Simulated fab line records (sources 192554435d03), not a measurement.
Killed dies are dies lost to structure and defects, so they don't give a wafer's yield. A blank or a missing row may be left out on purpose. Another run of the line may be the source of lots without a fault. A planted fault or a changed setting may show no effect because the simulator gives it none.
Matching of chambers || flow n5_finfet || N5_BEOL_M12_CMP_49 on cmp-03: 4 sister chambers
The step polishes, stops on SiOC, t overpolish 20.6 s, target thk 320 nm. 18 wafers are shown with their chamber, then 9 later ones without.

## WAFERS PAIRED WITH THEIR CHAMBERS
{"wafer": "L077.1", "chamber": 3, "motor_current_A (A)": 6.9, "barrier_field_endpoint_s (s)": 30.5, "overpolish_run_s (s)": 20.583}
{"wafer": "L077.2", "chamber": 2, "motor_current_A (A)": 6.1, "barrier_field_endpoint_s (s)": 30.3, "overpolish_run_s (s)": 20.594}
{"wafer": "L077.4", "chamber": 1, "motor_current_A (A)": 5.3, "barrier_field_endpoint_s (s)": 31.5, "overpolish_run_s (s)": 20.611}
{"wafer": "L078.1", "chamber": 0, "motor_current_A (A)": 6.0, "barrier_field_endpoint_s (s)": 29.9, "overpolish_run_s (s)": 20.584}
{"wafer": "L078.4", "chamber": 1, "motor_current_A (A)": 5.3, "barrier_field_endpoint_s (s)": 30.5, "overpolish_run_s (s)": 20.601}
{"wafer": "L078.6", "chamber": 3, "motor_current_A (A)": 7.7, "barrier_field_endpoint_s (s)": 30.7, "overpolish_run_s (s)": 20.599}
{"wafer": "L081.2", "chamber": 3, "motor_current_A (A)": 7.6, "barrier_field_endpoint_s (s)": 30.2, "overpolish_run_s (s)": 20.609}
{"wafer": "L081.3", "chamber": 1, "motor_current_A (A)": 5.0, "barrier_field_endpoint_s (s)": 31.2, "overpolish_run_s (s)": 20.604}
{"wafer": "L081.5", "chamber": 3, "motor_current_A (A)": 7.2, "barrier_field_endpoint_s (s)": 30.8, "overpolish_run_s (s)": 20.596}
{"wafer": "L082.3", "chamber": 0, "motor_current_A (A)": 5.6, "barrier_field_endpoint_s (s)": 30.9, "overpolish_run_s (s)": 20.603}
{"wafer": "L082.4", "chamber": 1, "motor_current_A (A)": 5.4, "barrier_field_endpoint_s (s)": 31.0, "overpolish_run_s (s)": 20.609}
{"wafer": "L082.5", "chamber": 0, "motor_current_A (A)": 5.7, "barrier_field_endpoint_s (s)": 30.7, "overpolish_run_s (s)": 20.598}
{"wafer": "L083.2", "chamber": 1, "motor_current_A (A)": 5.2, "barrier_field_endpoint_s (s)": 30.4, "overpolish_run_s (s)": 20.605}
{"wafer": "L083.5", "chamber": 2, "motor_current_A (A)": 6.2, "barrier_field_endpoint_s (s)": 29.1, "overpolish_run_s (s)": 20.586}
{"wafer": "L083.6", "chamber": 3, "motor_current_A (A)": 7.4, "barrier_field_endpoint_s (s)": 30.4, "overpolish_run_s (s)": 20.615}
{"wafer": "L084.2", "chamber": 2, "motor_current_A (A)": 6.0, "barrier_field_endpoint_s (s)": 30.0, "overpolish_run_s (s)": 20.595}
{"wafer": "L084.3", "chamber": 3, "motor_current_A (A)": 7.6, "barrier_field_endpoint_s (s)": 30.3, "overpolish_run_s (s)": 20.594}
{"wafer": "L084.6", "chamber": 3, "motor_current_A (A)": 7.1, "barrier_field_endpoint_s (s)": 30.6, "overpolish_run_s (s)": 20.618}

SIGNATURES (means of the wafers above)
{"reading": "motor_current_A", "chamber 0": 5.767, "chamber 1": 5.240, "chamber 2": 6.100, "chamber 3": 7.357, "scatter within a chamber": 0.229}
{"reading": "barrier_field_endpoint_s", "chamber 0": 30.500, "chamber 1": 30.920, "chamber 2": 29.800, "chamber 3": 30.500, "scatter within a chamber": 0.422}
{"reading": "overpolish_run_s", "chamber 0": 20.59500, "chamber 1": 20.60600, "chamber 2": 20.59167, "chamber 3": 20.60200, "scatter within a chamber": 0.00945}
Rule: for a wafer and a chamber, the distance is found by dividing, reading by reading, the gap between the wafer's reading and the chamber's mean by the reading's scatter, squaring, summing and taking the root. If the next closest chamber is less than 2 further off than the closest, the wafer can't be placed; otherwise it belongs to the closest. The scatter is the square root of a quotient: the sum, over the shown wafers, of each reading's squared deviation from its chamber's mean, divided by wafers minus chambers.

## WAFERS WHOSE CHAMBER IS MISSING
{"wafer": "L090.2", "motor_current_A (A)": 5.8, "barrier_field_endpoint_s (s)": 32.1, "overpolish_run_s (s)": 20.605}
{"wafer": "L090.3", "motor_current_A (A)": 5.5, "barrier_field_endpoint_s (s)": 31.7, "overpolish_run_s (s)": 20.591}
{"wafer": "L090.5", "motor_current_A (A)": 7.3, "barrier_field_endpoint_s (s)": 31.7, "overpolish_run_s (s)": 20.602}
{"wafer": "L088.1", "motor_current_A (A)": 5.9, "barrier_field_endpoint_s (s)": 29.8, "overpolish_run_s (s)": 20.593}
{"wafer": "L088.3", "motor_current_A (A)": 5.1, "barrier_field_endpoint_s (s)": 31.4, "overpolish_run_s (s)": 20.610}
{"wafer": "L088.4", "motor_current_A (A)": 7.3, "barrier_field_endpoint_s (s)": 30.2, "overpolish_run_s (s)": 20.606}
{"wafer": "L096.2", "motor_current_A (A)": 7.2, "barrier_field_endpoint_s (s)": 29.7, "overpolish_run_s (s)": 20.608}
{"wafer": "L096.4", "motor_current_A (A)": 5.4, "barrier_field_endpoint_s (s)": 30.2, "overpolish_run_s (s)": 20.584}
{"wafer": "L096.6", "motor_current_A (A)": 5.3, "barrier_field_endpoint_s (s)": 29.8, "overpolish_run_s (s)": 20.584}

## WHICH CHAMBER EACH WENT THROUGH
{"wafer": "L090.2", "from the rows above": "can't be placed: 1 or 0", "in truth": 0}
{"wafer": "L090.3", "from the rows above": "can't be placed: 1 or 0", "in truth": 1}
{"wafer": "L090.5", "from the rows above": 3, "in truth": 3}
{"wafer": "L088.1", "from the rows above": "can't be placed: 2 or 0", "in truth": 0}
{"wafer": "L088.3", "from the rows above": 1, "in truth": 1}
{"wafer": "L088.4", "from the rows above": 3, "in truth": 3}
{"wafer": "L096.2", "from the rows above": 3, "in truth": 3}
{"wafer": "L096.4", "from the rows above": "can't be placed: 0 or 1 or 2", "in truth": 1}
{"wafer": "L096.6", "from the rows above": "can't be placed: 0 or 1 or 2", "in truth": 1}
Correct placement for 4 of the 9. Cannot be placed on the basis of these rows: 5; the candidates contain the true chamber in 5. Placed wrongly: 0.
